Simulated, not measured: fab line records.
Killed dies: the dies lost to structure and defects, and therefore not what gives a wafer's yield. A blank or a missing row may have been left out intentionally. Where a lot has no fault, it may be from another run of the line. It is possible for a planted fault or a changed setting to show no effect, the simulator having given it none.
Matching of chambers	flow n5-finfet	3 sister chambers for N5_BEOL_M0_DEP_125 on pecvd-03
The step deposits SiCN from 3MS/NH3, target thk 8 nm, time 14 s. 3 wafers are shown with their chamber, then 10 later ones without.

## WAFERS WITH THEIR CHAMBER
wafer	chamber	showerhead-plenum-p-Torr (Torr)
L089.6	0	3.683
L090.6	1	3.673
L092.4	2	3.677

## WAFERS MISSING THEIR CHAMBER
wafer	showerhead-plenum-p-Torr (Torr)
L092.5	3.684
L093.1	3.672
L093.5	3.696
L093.6	3.684
L094.1	3.663
L094.3	3.696
L094.4	3.673
L097.3	3.680
L097.4	3.689
L097.6	3.672

## WHICH CHAMBER EACH WENT THROUGH
wafer	from the rows above	in truth
L092.5	can't be placed: 0 or 2 or 1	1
L093.1	can't be placed: 1 or 2 or 0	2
L093.5	can't be placed: 0 or 2 or 1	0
L093.6	can't be placed: 0 or 2 or 1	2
L094.1	can't be placed: 1 or 2 or 0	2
L094.3	can't be placed: 0 or 2 or 1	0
L094.4	can't be placed: 1 or 2 or 0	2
L097.3	can't be placed: 0 or 2 or 1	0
L097.4	can't be placed: 0 or 2 or 1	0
L097.6	can't be placed: 1 or 2 or 0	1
Correctly placed: 0 of 10. From these rows, 10 cannot be placed; in 10 the true chamber is one of the candidates. Placed wrongly: 0.
How it was worked out, from the rows above alone: a wafer's distance from a chamber is the root of the sum, over the readings, of the square of ((its reading less the chamber's mean) divided by the reading's scatter). If the next closest chamber is less than 2 further off than the closest, the wafer can't be placed; otherwise it belongs to the closest. A chamber's mean is the mean of its shown wafers. The scatter: root of mean squared gap, hidden wafer to nearest shown wafer, with one shown wafer a chamber.
